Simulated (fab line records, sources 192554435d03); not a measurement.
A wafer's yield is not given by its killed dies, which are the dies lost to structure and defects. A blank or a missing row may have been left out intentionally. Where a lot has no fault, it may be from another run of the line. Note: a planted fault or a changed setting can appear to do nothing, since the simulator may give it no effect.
fab line records | flow n5Finfet
record: lots: 6 | wafers: 18 | lastDay: 21
route steps=1938 shown BEOL_M6@1199 PASSIVATION@1936
lots untouched by any fault: they come from a run of this same line in which no faults occurred
startH: hours from the record's first day to the start of the lot's first wafer shown | waitH: time in hours since the lot's previous step | " unchanged from the row above | L1.1+2: a row that stands for several wafers | - no value present, or no start provided | * or withheld: withheld | < > ~ a bound
route shown NAME@n: a module of which the file shows steps, and the number in the route of the first | usual: mean and standard deviation over wafers with no fault | same: alike in all rows | chamber/n: place in a boat | sites: readings site by site | _std_site: standard deviation across them | _edge_site: outer sites' mean less inner sites' | radiusMm: for every site, how far away it sits from the centre of the wafer | mask NAME#n: copy n | behind: the most recent tool/chamber to have shaped the wafer | hold: why the lot went on hold/how many hours it stayed there/how the hold came to an end | device: names the non-switching transistor (n, p or np) | end of line: the route-end tests of the same wafers | where a step has no rows: the recipe by itself | killed: not the wafer's yield, but the dies lost to structure and defects at the first sort | map: dies across one wafer; x = killed, . = not, _ = none there
set.NAME: the setting the step ran with; set.NAME@STEP: the setting that earlier step ran with | model.NAME: the simulator's own value behind a step, which no gauge read
lots at some steps of the route; a table a step, a row a wafer
services: the hour from which a tool's chamber was out of use, counted from the record's first day as startH (under 0 if before that day), plus the number of hours and why
== steps ==
step: N5_BEOL_M6_COAT_59
recipe: resist: SOC | tempC: 250 | timeS: 60 | spinRpm: 1500 | resistThkNm: 100
step: N5_BEOL_M6_COAT_60
recipe: resist: SiARC | tempC: 220 | timeS: 60 | spinRpm: 1500 | resistThkNm: 35
step: N5_BEOL_M6_COAT_05
recipe: resist: CAR-ArF | spinRpm: 1500 | resistThkNm: 90
step: N5_BEOL_M6_EBR_07
recipe: solvent: PGMEA | ebrWidthMm: 1.5
step: N5_BEOL_M6_SOFTBAKE_06
recipe: tempC: 110 | timeS: 60 | resist: CAR-ArF
step: N5_BEOL_M6_EXPOSE_08
recipe: maskId: M6 | na: 1.35 | sourceShape: dipole | sigmaInner: 0.817 | sigmaOuter: 0.97 | polarization: te | doseMj: 68.25
step: N5_BEOL_M6_PEB_09
recipe: pebTempC: withheld | pebTimeS: 60 | resist: CAR-ArF
step: N5_BEOL_M6_DEVELOP_10
recipe: developTimeS: 30 | developer: TMAH | resist: CAR-ArF | rinseLiquid: diw | dry: airSpin | devTempC: 23
step: N5_BEOL_M6_CD_MEAS_11
recipe: targetCdNm: 38.5 | landingEnergyEv: 500 | detector: seInlens | polarity: opening
usual: cdNm: 38.6/0.44
lot.wafer | tool     | chamber | startH | waitH | cdNm
L767.1    | cdSem-01 | 0       | 271.59 | -     | 38.9
L767.2    | "        | 0       | "      | "     | 38.2
L767.6    | "        | 0       | "      | "     | 37.9
L777.1    | cdSem-01 | 0       | 364.81 | -     | 39.0
L777.2    | "        | 0       | "      | "     | 38.3
L777.4    | "        | 0       | "      | "     | 38.4
L775.1    | cdSem-02 | 0       | 372.27 | -     | 39.0
L775.3    | "        | 0       | "      | "     | 38.4
L775.4    | "        | 0       | "      | "     | 38.8
L784.1    | cdSem-01 | 0       | 387.81 | -     | 38.8
L784.2    | "        | 0       | "      | "     | 39.0
L784.6    | "        | 0       | "      | "     | 39.6
L778.4    | cdSem-02 | 0       | 390.68 | -     | 38.9
L778.5    | "        | 0       | "      | "     | 39.2
L778.6    | "        | 0       | "      | "     | 38.7
L783.1    | cdSem-03 | 0       | 418.82 | -     | 39.1
L783.2    | "        | 0       | "      | "     | 38.9
L783.5    | "        | 0       | "      | "     | 39.0
step: N5_BEOL_M6_OVL_MEAS_12
recipe: pointsPerWafer: 44
usual: M6_OVL: 0.2/0.71
same: pointsPerWafer: 44
lot.wafer | tool       | chamber | startH | waitH | M6_OVL[nm]
L767.1    | overlay-01 | 0       | 271.62 | 0.0   | 1.0
L767.2    | "          | 0       | "      | "     | -0.9
L767.6    | "          | 0       | "      | "     | 0.4
L777.1    | overlay-01 | 0       | 364.85 | 0.0   | 0.2
L777.2    | "          | 0       | "      | "     | 2.7
L777.4    | "          | 0       | "      | "     | 0.4
L775.1    | overlay-01 | 0       | 372.30 | 0.0   | 1.1
L775.3    | "          | 0       | "      | "     | -0.8
L775.4    | "          | 0       | "      | "     | 0.1
L784.1    | overlay-02 | 0       | 387.84 | 0.0   | 1.1
L784.2    | "          | 0       | "      | "     | 0.5
L784.6    | "          | 0       | "      | "     | 1.1
L778.4    | overlay-02 | 0       | 390.71 | 0.0   | 0.9
L778.5    | "          | 0       | "      | "     | -0.1
L778.6    | "          | 0       | "      | "     | 0.5
L783.1    | overlay-01 | 0       | 418.85 | 0.0   | 0.9
L783.2    | "          | 0       | "      | "     | 1.2
L783.5    | "          | 0       | "      | "     | 1.4
step: N5_BEOL_M6_INSPECT_13
recipe: mode: adi | inspectInstrument: brightfield
usual: rawDefectCount: 401/89
lot.wafer | tool             | chamber | startH | waitH | rawDefectCount
L767.1    | defectInspect-01 | -       | 271.65 | 0.0   | 445
L767.2    | "                | -       | "      | "     | 395
L767.6    | "                | -       | "      | "     | 475
L777.1    | defectInspect-02 | -       | 364.87 | 0.0   | 283
L777.2    | "                | -       | "      | "     | 270
L777.4    | "                | -       | "      | "     | 322
L775.1    | defectInspect-02 | -       | 372.32 | 0.0   | 276
L775.3    | "                | -       | "      | "     | 465
L775.4    | "                | -       | "      | "     | 394
L784.1    | defectInspect-01 | -       | 387.86 | 0.0   | 454
L784.2    | "                | -       | "      | "     | 467
L784.6    | "                | -       | "      | "     | 458
L778.4    | defectInspect-02 | -       | 390.73 | 0.0   | 651
L778.5    | "                | -       | "      | "     | 426
L778.6    | "                | -       | "      | "     | 645
L783.1    | defectInspect-02 | -       | 418.87 | 0.0   | 411
L783.2    | "                | -       | "      | "     | 355
L783.5    | "                | -       | "      | "     | 384
step: N5_BEOL_M6_DESCUM_16
recipe: chemistry: O2 | timeS: 7.9 | sourcePowerW: 50 | biasPowerW: 20 | pressureMtorr: 20 | rfFrequencyHz: 2.712e+07 | tempC: 40 | resist: CAR-ArF | o2FlowSccm: 225
usual: drypumpMotorCurrentA: 5.6/0.36 | oesProductAu: 0.81/0.094 | rfVppV: 243.4/1.6 | showerheadPlenumPTorr: 2.11/0.083 | throttleValvePct: 20.44/0.18
lot.wafer | tool       | chamber | startH | waitH | drypumpMotorCurrentA | oesProductAu | rfHoursCounterH | rfVppV | showerheadPlenumPTorr | throttleValvePct
L767.1    | rieDiel-04 | 2       | 271.68 | 0.0   | 5.1                  | 0.68         | 244             | 242.8  | 2.05                  | 20.53
L767.2    | "          | 1       | "      | "     | 5.6                  | 0.85         | 74              | 242.9  | 2.03                  | 20.59
L767.6    | "          | 2       | "      | "     | 5.1                  | 0.68         | -               | 243.0  | 2.05                  | 20.53
L777.1    | rieDiel-04 | 2       | 364.90 | 0.0   | 5.2                  | 0.92         | 15              | 242.4  | 2.04                  | 20.12
L777.2    | "          | 3       | "      | "     | 5.1                  | 0.89         | 42              | 245.5  | 2.14                  | 20.37
L777.4    | "          | 0       | "      | "     | 6.0                  | 0.86         | 62              | 244.0  | 2.21                  | 20.31
L775.1    | rieDiel-04 | 3       | 372.44 | 0.1   | 5.1                  | 0.91         | 43              | 244.1  | 2.14                  | 20.37
L775.3    | "          | 0       | "      | "     | 6.1                  | 0.86         | 64              | 246.3  | 2.21                  | 20.31
L775.4    | "          | 2       | "      | "     | 5.2                  | 0.93         | 17              | 242.5  | 2.04                  | 20.12
L784.1    | rieDiel-02 | 3       | 387.94 | 0.1   | 5.6                  | 0.72         | 214             | 240.2  | 1.99                  | 20.72
L784.2    | "          | 2       | "      | "     | 5.7                  | 0.74         | 167             | 245.4  | 2.17                  | 20.58
L784.6    | "          | 3       | "      | "     | 5.6                  | 0.72         | -               | 241.8  | 1.99                  | 20.73
L778.4    | rieDiel-02 | 2       | 390.84 | 0.1   | 5.7                  | 0.74         | 168             | 245.2  | 2.17                  | 20.59
L778.5    | "          | 0       | "      | "     | 5.6                  | 1.00         | -               | 244.4  | 2.24                  | 20.07
L778.6    | "          | 3       | "      | "     | 5.6                  | 0.71         | -               | 240.2  | 1.99                  | 20.73
L783.1    | rieDiel-05 | 2       | 419.37 | 0.5   | 5.8                  | 0.87         | 38              | 243.4  | 2.13                  | 20.46
L783.2    | "          | 0       | "      | "     | 6.3                  | 0.81         | 79              | 243.4  | 2.12                  | 20.46
L783.5    | "          | 0       | "      | "     | 6.3                  | 0.81         | -               | 243.3  | 2.12                  | 20.46
step: N5_BEOL_M6_ETCH_61
recipe: chemistry: CF4 | target: SiARC | targetDepthA: 455 | maskMaterial: CAR-ArF | timeS: 75.8 | ionEnergyEv: 80 | pressureMtorr: 40 | sourceW: 545 | biasW: 36 | Ar_flow_sccm: 100 | cf4FlowSccm: 100 | ends: cleared
usual: biasW: 36.02/0.11 | drypumpMotorCurrentA: 5.6/0.35 | etchRfOnTimeS: 76.0/1.4 | oesProductAu: 0.69/0.081 | rfVppV: 184.2/1.2 | showerheadPlenumPTorr: 2.16/0.081 | throttleValvePct: 15.62/0.19
lot.wafer | tool       | chamber | startH | waitH | biasW | drypumpMotorCurrentA | etchRfOnTimeS | oesProductAu | rfHoursCounterH | rfVppV | showerheadPlenumPTorr | throttleValvePct
L767.1    | rieDiel-04 | 2       | 271.72 | 0.0   | 35.88 | 5.2                  | 77.8          | 0.57         | 244             | 183.5  | 2.11                  | 15.83
L767.2    | "          | 1       | "      | "     | 35.89 | 5.6                  | 77.4          | 0.72         | 74              | 183.4  | 2.08                  | 15.73
L767.6    | "          | 2       | "      | "     | 35.84 | 5.2                  | 78.2          | 0.57         | -               | 183.6  | 2.11                  | 15.83
L777.1    | rieDiel-04 | 2       | 364.94 | 0.0   | 39.66 | 5.2                  | 73.1          | 0.80         | 15              | 196.2  | 2.10                  | 15.35
L777.2    | "          | 3       | "      | "     | 39.69 | 5.1                  | 73.5          | 0.77         | 42              | 196.6  | 2.17                  | 15.44
L777.4    | "          | 0       | "      | "     | 39.71 | 6.1                  | 73.8          | 0.74         | 62              | 197.2  | 2.26                  | 15.53
L775.1    | rieDiel-04 | 3       | 372.48 | 0.0   | 39.69 | 5.1                  | 72.6          | 0.78         | 43              | 196.4  | 2.17                  | 15.44
L775.3    | "          | 0       | "      | "     | 39.62 | 6.1                  | 71.1          | 0.75         | 64              | 198.3  | 2.26                  | 15.51
L775.4    | "          | 2       | "      | "     | 39.52 | 5.2                  | 71.6          | 0.81         | 17              | 194.9  | 2.10                  | 15.36
L784.1    | rieDiel-02 | 3       | 387.97 | 0.0   | 36.00 | 5.6                  | 78.8          | 0.60         | 214             | 183.1  | 2.04                  | 15.89
L784.2    | "          | 2       | "      | "     | 36.04 | 5.6                  | 76.2          | 0.64         | 167             | 184.7  | 2.22                  | 15.78
L784.6    | "          | 3       | "      | "     | 36.19 | 5.6                  | 78.3          | 0.60         | -               | 183.7  | 2.04                  | 15.90
L778.4    | rieDiel-02 | 2       | 390.88 | 0.0   | 35.93 | 5.7                  | 76.7          | 0.63         | 168             | 185.6  | 2.22                  | 15.80
L778.5    | "          | 0       | "      | "     | 35.91 | 5.6                  | 75.2          | 0.86         | -               | 185.3  | 2.28                  | 15.22
L778.6    | "          | 3       | "      | "     | 36.05 | 5.6                  | 78.9          | 0.60         | -               | 183.2  | 2.03                  | 15.90
L783.1    | rieDiel-05 | 2       | 419.41 | 0.0   | 35.94 | 5.8                  | 75.4          | 0.74         | 38              | 184.4  | 2.18                  | 15.60
L783.2    | "          | 0       | "      | "     | 35.96 | 6.3                  | 76.9          | 0.69         | 79              | 183.3  | 2.16                  | 15.57
L783.5    | "          | 0       | "      | "     | 36.08 | 6.3                  | 77.2          | 0.69         | -               | 184.6  | 2.16                  | 15.58
step: N5_BEOL_M6_ETCH_62
recipe: chemistry: N2/H2 | target: SOC | targetDepthA: 1100 | overetchA: 220 | maskMaterial: SiARC | tempC: 40 | timeS: 165 | ionEnergyEv: 200 | pressureMtorr: 30 | sourceW: 840 | biasW: 150 | n2FlowSccm: 200 | h2FlowSccm: 200
usual: biasW: 150.0/0.42 | drypumpMotorCurrentA: 5.6/0.36 | h2FlowSccm: 200.1/0.67 | oesProductAu: 0.69/0.075 | rfVppV: 524.7/2.8 | showerheadPlenumPTorr: 2.57/0.1 | throttleValvePct: 17.87/0.19
lot.wafer | tool       | chamber | startH | waitH | biasW | drypumpMotorCurrentA | h2FlowSccm | oesProductAu | rfHoursCounterH | rfVppV | showerheadPlenumPTorr | throttleValvePct
L767.1    | rieDiel-04 | 2       | 271.77 | 0.0   | 150.5 | 5.1                  | 200.2      | 0.58         | 244             | 523.4  | 2.49                  | 17.89
L767.2    | "          | 1       | "      | "     | 150.2 | 5.6                  | 200.0      | 0.72         | 74              | 523.1  | 2.47                  | 17.99
L767.6    | "          | 2       | "      | "     | 149.7 | 5.2                  | 199.9      | 0.58         | -               | 524.0  | 2.49                  | 17.88
L777.1    | rieDiel-04 | 2       | 364.99 | 0.0   | 149.8 | 5.2                  | 199.4      | 0.78         | 15              | 523.0  | 2.48                  | 17.46
L777.2    | "          | 3       | "      | "     | 150.3 | 5.1                  | 201.2      | 0.77         | 42              | 524.9  | 2.58                  | 17.79
L777.4    | "          | 0       | "      | "     | 149.9 | 6.1                  | 199.8      | 0.72         | 62              | 528.0  | 2.70                  | 17.77
L775.1    | rieDiel-04 | 3       | 372.54 | 0.0   | 150.0 | 5.1                  | 198.9      | 0.75         | 43              | 524.1  | 2.58                  | 17.80
L775.3    | "          | 0       | "      | "     | 150.2 | 6.1                  | 201.4      | 0.72         | 64              | 527.3  | 2.70                  | 17.79
L775.4    | "          | 2       | "      | "     | 150.7 | 5.2                  | 200.9      | 0.77         | 17              | 521.5  | 2.48                  | 17.46
L784.1    | rieDiel-02 | 3       | 388.03 | 0.0   | 150.0 | 5.6                  | 200.9      | 0.62         | 214             | 520.7  | 2.41                  | 18.11
L784.2    | "          | 2       | "      | "     | 150.4 | 5.7                  | 199.5      | 0.62         | 167             | 527.2  | 2.65                  | 18.13
L784.6    | "          | 3       | "      | "     | 150.9 | 5.6                  | 199.1      | 0.61         | -               | 520.3  | 2.41                  | 18.13
L778.4    | rieDiel-02 | 2       | 390.93 | 0.0   | 149.7 | 5.7                  | 199.7      | 0.63         | 168             | 526.1  | 2.65                  | 18.11
L778.5    | "          | 0       | "      | "     | 149.9 | 5.6                  | 200.8      | 0.85         | -               | 528.3  | 2.72                  | 17.42
L778.6    | "          | 3       | "      | "     | 150.4 | 5.6                  | 199.5      | 0.61         | -               | 521.3  | 2.41                  | 18.12
L783.1    | rieDiel-05 | 2       | 419.46 | 0.0   | 149.8 | 5.8                  | 199.0      | 0.74         | 38              | 525.1  | 2.59                  | 17.79
L783.2    | "          | 0       | "      | "     | 150.0 | 6.3                  | 200.8      | 0.69         | 80              | 523.6  | 2.58                  | 17.97
L783.5    | "          | 0       | "      | "     | 149.5 | 6.3                  | 200.0      | 0.69         | -               | 523.4  | 2.58                  | 17.97
step: N5_PASSIVATION_PROBE_49
usual: defectLimitedYield: 91.4/1.2 | killed_at_M0_to_M3: 34/10 | killed_at_M4_up: 14/5.1 | killedAtContacts: 12/6.4 | killedAtFrontEnd: 38/9.3 | killedAtOther: 4/3 | killedDies: 102/15 | killedOpen: 67/12 | killedShort: 33/6.9 | sort_bin_5_function: 5.0/0.86 | sort_bin_6_memory: 3.2/0.58 | sortNPass: 1078/15 | sortYieldPct: 91.4/1.2
same: grossDies: 1180 | killedAtBackSide: 0 | sort_bin_4_leakage[%]: 0 | sort_bin_8_speed[%]: 0
lot.wafer | tool      | chamber | startH | waitH | defectLimitedYield[%] | killed_at_M0_to_M3 | killed_at_M4_up | killedAtContacts | killedAtFrontEnd | killedAtOther | killedDies | killedOpen | killedShort | sort_bin_5_function[%] | sort_bin_6_memory[%] | sortNPass | sortYieldPct[%]
L778.4    | prober-01 | -       | 485.69 | 0.2   | 93.1                  | 23                 | 15              | 5                | 37               | 1             | 81         | 46         | 34          | 4.3                    | 2.1                  | 1099      | 93.1
L778.6    | prober-01 | -       | 485.79 | 0.3   | 93.5                  | 18                 | 16              | 4                | 34               | 5             | 77         | 47         | 28          | 3.6                    | 2.8                  | 1103      | 93.5
killed by level:class
L778.4 FIN_SAQP:geometricParticle:short=8 BEOL_M0_SAQP:geometricParticle:short=8 DUMMY_GATE:geometricParticle:open=6 FIN_SAQP:geometricParticle:open=5 BEOL_M4:geometricParticle:open=5 BEOL_M3:geometricParticle:open=5 BEOL_M2:geometricParticle:open=5 MOL_CONTACT_COAG:geometricParticle:open=4
L778.6 BEOL_M4:geometricParticle:open=9 FIN_SAQP:geometricParticle:open=5 FIN_SAQP:geometricParticle:short=5 FIN_CUT:geometricParticle:short=4 BEOL_M2:geometricParticle:open=4 BEOL_M0_SAQP:geometricParticle:open=4 FIN_CUT:geometricParticle:open=3 DUMMY_GATE:geometricParticle:open=3
== services ==
tool       | chamber | startH | hours | kind
rieDiel-02 | 0       | 251.28 | 2.0   | repair
rieDiel-05 | 2       | 261.55 | -     | clean
rieDiel-05 | 2       | 261.55 | -     | consumableReplace:focusRing
rieDiel-05 | 2       | 261.55 | 27.8  | scheduledDown
rieDiel-05 | 2       | 261.55 | 27.8  | ventCycle
rieDiel-04 | 2       | 292.39 | -     | clean
rieDiel-04 | 2       | 292.39 | -     | consumableReplace:focusRing
rieDiel-04 | 2       | 292.39 | 17.3  | scheduledDown
rieDiel-04 | 2       | 292.39 | 17.3  | ventCycle
rieDiel-05 | 1       | 333.99 | 5.9   | repair
rieDiel-02 | 3       | 335.79 | 4.6   | repair
rieDiel-02 | 0       | 365.28 | -     | clean
rieDiel-02 | 0       | 365.28 | -     | consumableReplace:focusRing
rieDiel-02 | 0       | 365.28 | -     | consumableReplace:showerhead
rieDiel-02 | 0       | 365.28 | 24.1  | scheduledDown
rieDiel-02 | 0       | 365.28 | 24.1  | ventCycle
rieDiel-04 | 3       | 382.33 | 7.4   | repair
rieDiel-04 | 0       | 393.93 | 4.7   | repair
rieDiel-05 | 3       | 401.01 | -     | clean
rieDiel-05 | 3       | 401.01 | -     | consumableReplace:focusRing
rieDiel-05 | 3       | 401.01 | 23.6  | scheduledDown
rieDiel-05 | 3       | 401.01 | 23.6  | ventCycle
rieDiel-04 | 0       | 401.55 | 15.5  | repair
== key ==
firstSign: step: N5_BEOL_M6_ETCH_61 | reading: biasW | direction: up | sigmas: 34 | usual: * | struck: *
effect: step: N5_BEOL_M6_ETCH_61 | reading: rfVppV | direction: up | sigmas: 10 | usual: 184.2 | struck: 196.6
metAt N5_BEOL_M6_ETCH_61
struckWafers L775.1,L775.3,L775.4,L777.1,L777.2,L777.4
onsetBetween 271.72 364.94
fault: kind: processParameterDrift | tool: rieDiel-04 | chamber: - | onsetH: 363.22 | steps: N5_BEOL_M6_ETCH_61 | channel: biasW | offset: * | shape: step | endH: 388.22 | actsIn: * | stated: *
